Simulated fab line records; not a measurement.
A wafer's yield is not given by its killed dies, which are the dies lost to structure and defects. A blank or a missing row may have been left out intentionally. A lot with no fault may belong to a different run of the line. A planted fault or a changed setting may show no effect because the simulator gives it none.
Which tool was responsible? ; flow n5 finfet ; 9 lots, 27 wafers sampled, at 1 step of a route of 1938

WHAT THE GAUGES SHOWED, per wafer
N5_BEOL_M6_CD_MEAS_18: pitch 80 nm, target cd 40 nm.
lot;measured;on;cd nm (nm)
L619;day 9 11:38;cd sem-02;40.5 39.8 40.9
L621;day 10 00:43;cd sem-01;39.7 39.3 39.7
L624;day 10 16:48;cd sem-01;40.7 40.7 39.3
L622;day 10 17:10;cd sem-02;39.1 40.1 39.3
L627;day 11 14:47;cd sem-02;40.2 40.2 40.0
L628;day 11 19:27;cd sem-03;39.9 40.7 40.4
L635;day 13 17:20;cd sem-03;39.6 40.4 40.3
L640;day 15 03:59;cd sem-03;40.2 40.2 41.2
L639;day 15 04:34;cd sem-02;39.8 41.5 41.0

WHICH TOOL RAN EACH LOT (tool, then ch and the chambers of the sampled wafers, then the start)
The record shows no process step preceding these readings.

WHAT THE TOOLS THEMSELVES READ (means of the sampled wafers that have a number; where no wafer has one, the mark that the record gives instead)
The record holds no such reading with a usual standard deviation.

THE ANSWER, worked out from the rows above alone
Rule: the lots themselves supply what counts as usual. Put in order of their means at a reading, lots are off if they are a third of the lots or fewer, leave a main group of 4 or more, and stand apart from it by a gap of 3 or more times the standard deviation of the main group's means; of several such gaps the widest counts. A main group whose means are all the same, to the digits that the tables above print for the reading, isn't used. A lot without any number at a reading at which 4 lots or more have one is off too. All remaining lots with rows at the step are treated as sound. After the gauges, taken in route order, come the tools' own readings; for these a lot's mean is taken, as printed above. At the first step where some lot is off, the reading lying furthest off is the one used; lots without a number count as furthest.
Nothing can be told from this: no lot is off at any reading shown.

WHAT THE SIMULATOR PUT IN
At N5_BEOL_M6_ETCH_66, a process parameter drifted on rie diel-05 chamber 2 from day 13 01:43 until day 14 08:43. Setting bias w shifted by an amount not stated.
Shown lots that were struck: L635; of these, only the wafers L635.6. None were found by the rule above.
